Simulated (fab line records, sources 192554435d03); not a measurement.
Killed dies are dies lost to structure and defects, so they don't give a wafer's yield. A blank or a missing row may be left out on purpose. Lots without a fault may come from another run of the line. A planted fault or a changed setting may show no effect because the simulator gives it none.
Chamber matching | flow n5_finfet | N5_BEOL_M13_ETCH_67 on rie_diel-01: 4 sister chambers
The step etches SiARC in CF4, target depth 143 nm, time 238.3 s. 16 wafers are shown with their chamber, then 8 later ones without.

WAFERS WITH THEIR CHAMBER
wafer  | chamber | throttle_valve_pct (%) | rf_fwd_power_W (W) | oes_product_au (a.u.)
L075.2 | 0       | 16.1                   | 544.2              | 0.61
L075.4 | 3       | 15.8                   | 543.1              | 0.57
L075.6 | 3       | 15.8                   | 541.8              | 0.57
L079.2 | 1       | 16.2                   | 545.3              | 0.57
L079.5 | 1       | 16.3                   | 543.6              | 0.58
L079.6 | 0       | 16.1                   | 542.6              | 0.60
L081.3 | 3       | 15.2                   | 545.1              | 0.86
L081.5 | 0       | 16.1                   | 541.4              | 0.60
L081.6 | 3       | 15.3                   | 543.9              | 0.86
L080.1 | 3       | 15.2                   | 541.8              | 0.85
L080.2 | 0       | 16.1                   | 541.0              | 0.60
L080.4 | 0       | 16.1                   | 542.7              | 0.60
L085.2 | 0       | 16.1                   | 543.8              | 0.58
L085.4 | 1       | 15.7                   | 543.2              | 0.82
L085.5 | 0       | 16.1                   | 540.3              | 0.59
L087.2 | 2       | 15.7                   | 546.2              | 0.62

SIGNATURES (means of the wafers above)
reading            | chamber 0 | chamber 1 | chamber 2 | chamber 3 | scatter within a chamber
throttle_valve_pct | 16.100    | 16.067    | 15.700    | 15.460    | 0.223
rf_fwd_power_W     | 542.286   | 544.033   | 546.200   | 543.140   | 1.39
oes_product_au     | 0.5971    | 0.6567    | 0.6200    | 0.7420    | 0.108
Rule: a wafer's distance from a chamber is the root of the sum, over the readings, of the square of ((its reading less the chamber's mean) divided by the reading's scatter). The wafer belongs to the nearest chamber; if the next one is less than 2 further off, it can't be placed. The scatter: the root of (the sum of the squares of (reading less its chamber's mean) over the shown wafers, divided by (wafers less chambers)).

WAFERS WITHOUT THEIR CHAMBER
wafer  | throttle_valve_pct (%) | rf_fwd_power_W (W) | oes_product_au (a.u.)
L087.4 | 15.6                   | 542.4              | 0.81
L087.6 | 15.6                   | 543.5              | 0.81
L092.2 | 15.7                   | 545.4              | 0.62
L092.3 | 15.3                   | 543.0              | 0.80
L092.5 | 15.8                   | 540.0              | 0.79
L097.1 | 15.7                   | 541.5              | 0.61
L097.3 | 15.8                   | 541.3              | 0.76
L097.5 | 15.3                   | 543.8              | 0.77

WHICH CHAMBER EACH WENT THROUGH
wafer  | from the rows above               | in truth
L087.4 | can't be placed: 3 or 1 or 0      | 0
L087.6 | can't be placed: 3 or 1 or 2      | 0
L092.2 | can't be placed: 2 or 1 or 3      | 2
L092.3 | 3                                 | 3
L092.5 | can't be placed: 3 or 0 or 1 or 2 | 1
L097.1 | can't be placed: 0 or 3 or 1 or 2 | 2
L097.3 | can't be placed: 3 or 0 or 1 or 2 | 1
L097.5 | can't be placed: 3 or 2           | 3
Placed correctly: 1 of 8. Can't be placed from these rows: 7 (the true chamber is among the candidates in 6). Placed wrongly: 0.
